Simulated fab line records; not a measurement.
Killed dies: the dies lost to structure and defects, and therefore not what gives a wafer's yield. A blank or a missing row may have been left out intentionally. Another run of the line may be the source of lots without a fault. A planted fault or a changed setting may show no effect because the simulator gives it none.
Matching of chambers | flow n5-finfet | N5_SD_EPI_N_SD_RECESS_17 on rie-si-02: 4 sister chambers
The step chemistry HBr/Cl2/O2, target depth 41 nm, time 23.7 s, bt time 3 s. 15 wafers are shown with their chamber, then 7 later ones without.

## WAFERS WITH THEIR CHAMBER
wafer  | chamber | throttle-valve-pct (%) | oes-product-au (a.u.)
L484.2 | 3       | 36.8                   | 0.990
L484.5 | 2       | 36.9                   | 1.020
L484.6 | 1       | 36.4                   | 1.005
L485.2 | 2       | 36.9                   | 1.032
L485.3 | 0       | 37.3                   | 1.010
L485.4 | 0       | 37.2                   | 1.011
L486.2 | 1       | 36.4                   | 1.005
L486.4 | 2       | 36.9                   | 1.030
L486.5 | 0       | 37.2                   | 1.007
L488.2 | 3       | 36.8                   | 0.990
L488.3 | 0       | 37.2                   | 1.009
L488.4 | 2       | 36.9                   | 1.024
L490.3 | 0       | 37.2                   | 1.010
L490.5 | 0       | 37.3                   | 1.010
L490.6 | 3       | 36.8                   | 0.995

SIGNATURES (means of the wafers above)
reading            | chamber 0 | chamber 1 | chamber 2 | chamber 3 | scatter within a chamber
throttle-valve-pct | 37.233    | 36.400    | 36.900    | 36.800    | 0.0348
oes-product-au     | 1.00950   | 1.00500   | 1.02650   | 0.99167   | 0.00326
Rule: distance of a wafer from a chamber = root of the sum over the readings of ((wafer's reading minus chamber's mean) / reading's scatter) squared. If the next closest chamber is less than 2 further off than the closest, the wafer can't be placed; otherwise it belongs to the closest. The scatter: take each reading less its chamber's mean, square it, sum over the shown wafers, divide by the number of wafers less the number of chambers, and take the root.

## WAFERS WITH NO CHAMBER GIVEN
wafer  | throttle-valve-pct (%) | oes-product-au (a.u.)
L496.1 | 37.2                   | 1.000
L496.6 | 37.2                   | 1.003
L497.1 | 36.4                   | 1.002
L497.2 | 37.3                   | 1.002
L497.4 | 36.8                   | 0.991
L498.3 | 37.3                   | 1.000
L498.4 | 36.8                   | 0.987

## CHAMBER TAKEN BY EACH
wafer  | from the rows above | in truth
L496.1 | 0                   | 0
L496.6 | 0                   | 0
L497.1 | 1                   | 1
L497.2 | 0                   | 0
L497.4 | 3                   | 3
L498.3 | 0                   | 0
L498.4 | 3                   | 3
Placed correctly: 7 of 7. Left unplaced by these rows: 0. 0 placed wrongly.
